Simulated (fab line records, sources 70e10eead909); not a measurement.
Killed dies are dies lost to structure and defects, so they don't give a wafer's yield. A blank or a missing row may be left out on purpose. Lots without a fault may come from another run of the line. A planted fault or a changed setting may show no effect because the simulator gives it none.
A struck lot beside a sound one | flow nand_harc | 27 steps out of a route of 1302
Sound: wafers L156.3, L156.4, L156.5. Struck: wafers L169.1, L169.4, L169.6. The cause comes at the end.
At each step with rows: each side's tool, then ch and its chambers, then its first start. Under that, the readings that differ: sound wafers | struck wafers | difference of the means | sigmas: that difference in standard deviations of wafers without a fault.
alike: readings whose means differ by less than 2 such deviations, and words and numbers that are the same on both sides. not compared: withheld readings, readings that some wafer has no value for, bounds like >300 that may hide the same value, and numbers for which the record gives no deviation and whose values overlap.
The two part at a step that has a row with sigmas, a row that says differs or no value, or rows on one side only. Numbers that don't overlap but have no deviation are shown without sigmas and don't part them. A reading that every wafer of one side lacks parts them only if that side has two wafers or more.

first, 5 steps without rows for these wafers: NHARC_P_GATE_STRIP_15 (strips in SPM, time 780 s); NHARC_P_GATE_PRECLEAN_71 (cleans in SC1); NHARC_P_GATE_SRD_72; NHARC_P_GATE_OXIDE_16 (material SiO2, target thk 3 nm, ox time 392 s); NHARC_P_GATE_CVD_17 (deposits poly-Si, target thk 150 nm, time 900 s).
NHARC_P_GATE_HM_DEP_102: deposits aC, target thk 120 nm.
  sound on acl_dep-01 ch 0, day 5 07:59; struck on acl_dep-03 ch 0, day 11 03:50
  alike: throttle_valve_pct
NHARC_P_GATE_DEP_103: deposits SiON, target thk 30 nm.
  sound on pecvd-03 ch 0,1,2, day 5 08:27; struck on pecvd-02 ch 0,1,2, day 11 04:31
  alike: heater_power_w
then, 5 steps without rows for these wafers: NHARC_P_GATE_DEHYDRATE_18 (time 120 s); NHARC_P_GATE_HMDS_19 (time 30 s); NHARC_P_GATE_COAT_20 (resist thk 90 nm); NHARC_P_GATE_SOFTBAKE_21 (time 55 s); NHARC_P_GATE_EBR_22.
NHARC_P_GATE_EXPOSE_23: exposes mask P GATE, target cd 120 nm.
  sound on arfi_scanner-01 ch 0, day 5 08:58; struck on arfi_scanner-02 ch 0, day 11 05:02
  reading | sound                      | struck                              | difference | sigmas
  mask    | P_GATE#0 P_GATE#0 P_GATE#0 | P_GATE_R1#0 P_GATE_R1#0 P_GATE_R1#0 | differs    |
  alike: stage_vel_mm_s
then, 2 steps without rows for these wafers: NHARC_P_GATE_PEB_24 (peb time 65 s); NHARC_P_GATE_DEVELOP_25 (develop time 35 s).
NHARC_P_GATE_CD_MEAS_26: target cd 120 nm.
  sound on cd_sem-03 ch 0, day 5 09:07; struck on cd_sem-02 ch 0
  reading    | sound             | struck          | difference | sigmas
  cd_nm (nm) | 118.6 119.6 119.5 | 100.1 99.2 99.2 | -19.7      | -32
  not compared: hold
NHARC_P_GATE_OVL_MEAS_27:
  sound on overlay-01, day 5 09:11; struck on overlay-02, day 11 09:10
  reading | sound | struck                                                                     | difference                   | sigmas
  hold    | - - - | await_dispo/3.7h/release await_dispo/3.7h/release await_dispo/3.7h/release | no value on the sound wafers |
  alike: overlay_x_nm, overlay_y_nm
NHARC_P_GATE_INSPECT_28:
  sound on defect_inspect-01, day 5 09:14; struck on defect_inspect-02, day 11 09:13
  alike: raw_defect_count
NHARC_P_GATE_DESCUM_31: chemistry O2, time 3 s.
  sound on rie_diel-06 ch 0,1,3, day 5 09:17; struck on rie_diel-06 ch 2,3, day 11 09:17
  reading                 | sound             | struck            | difference | sigmas
  model.P_GATE.cd_nm (nm) | 119.7 119.8 119.1 | 100.1 99.65 99.93 | -19.6      |
  alike: drypump_motor_current_A, oes_product_au, rf_vpp_V, showerhead_plenum_p_Torr, throttle_valve_pct
  not compared: rf_hours_counter_h
NHARC_P_GATE_ETCH_104: etches the open film in CF4/CHF3, target depth 60 nm.
  sound on rie_diel-06 ch 0,1,3, day 5 09:22; struck on rie_diel-06 ch 0,1, day 11 09:23
  alike: cf4_flow_sccm, drypump_motor_current_A, oes_product_au, rf_vpp_V, showerhead_plenum_p_Torr, throttle_valve_pct
NHARC_P_GATE_HM_OPEN_105: chemistry O2/COS, target depth 360 nm.
  sound on rie_diel-06 ch 0,1,2; struck on rie_diel-06 ch 0,2
  alike: drypump_motor_current_A, oes_product_au, rf_vpp_V, showerhead_plenum_p_Torr, throttle_valve_pct
  not compared: rf_hours_counter_h
then, 2 steps without rows for these wafers: NHARC_P_GATE_STRIP_106 (strips in O2/COS); NHARC_P_GATE_ETCH_114 (etches the open film in CF4/O2, target depth 30 nm, overetch 3 nm, time 16.5 s).
NHARC_P_GATE_ETCH_32: etches the open film in HBr/Cl2, target depth 150 nm, time 100.1 s.
  sound on rie_si-04 ch 0,1,2, day 5 09:47; struck on rie_si-06 ch 1,2,3, day 11 18:00
  reading                 | sound             | struck           | difference | sigmas
  model.P_GATE.cd_nm (nm) | 122.2 117.5 119.3 | 95.6 103.5 105.1 | -18.3      |
  alike: drypump_motor_current_A, oes_product_au, throttle_valve_pct
  not compared: rf_hours_counter_h
NHARC_P_GATE_STRIP_108: strips in O2.
  sound on rie_diel-06 ch 0,1, day 5 09:55; struck on rie_diel-11 ch 1,2,3, day 12 00:32
  alike: drypump_motor_current_A, oes_product_au, rf_vpp_V, showerhead_plenum_p_Torr, throttle_valve_pct
  not compared: rf_hours_counter_h
NHARC_P_GATE_CD_MEAS_33:
  sound on cd_sem-02, day 5 10:05; struck on cd_sem-02, day 12 00:55
  reading    | sound             | struck           | difference | sigmas
  cd_nm (nm) | 122.3 118.1 119.2 | 96.1 103.8 105.1 | -18.2      | -7
  not compared: hold
NHARC_END_SORT_01:
  the record has rows for the sound wafers here (prober-02 ch 0, day 24 16:59) and none for the struck ones

WHERE THEY PART
First at NHARC_P_GATE_EXPOSE_23; last, within this record, at NHARC_END_SORT_01.

WHY: what the simulator had put in
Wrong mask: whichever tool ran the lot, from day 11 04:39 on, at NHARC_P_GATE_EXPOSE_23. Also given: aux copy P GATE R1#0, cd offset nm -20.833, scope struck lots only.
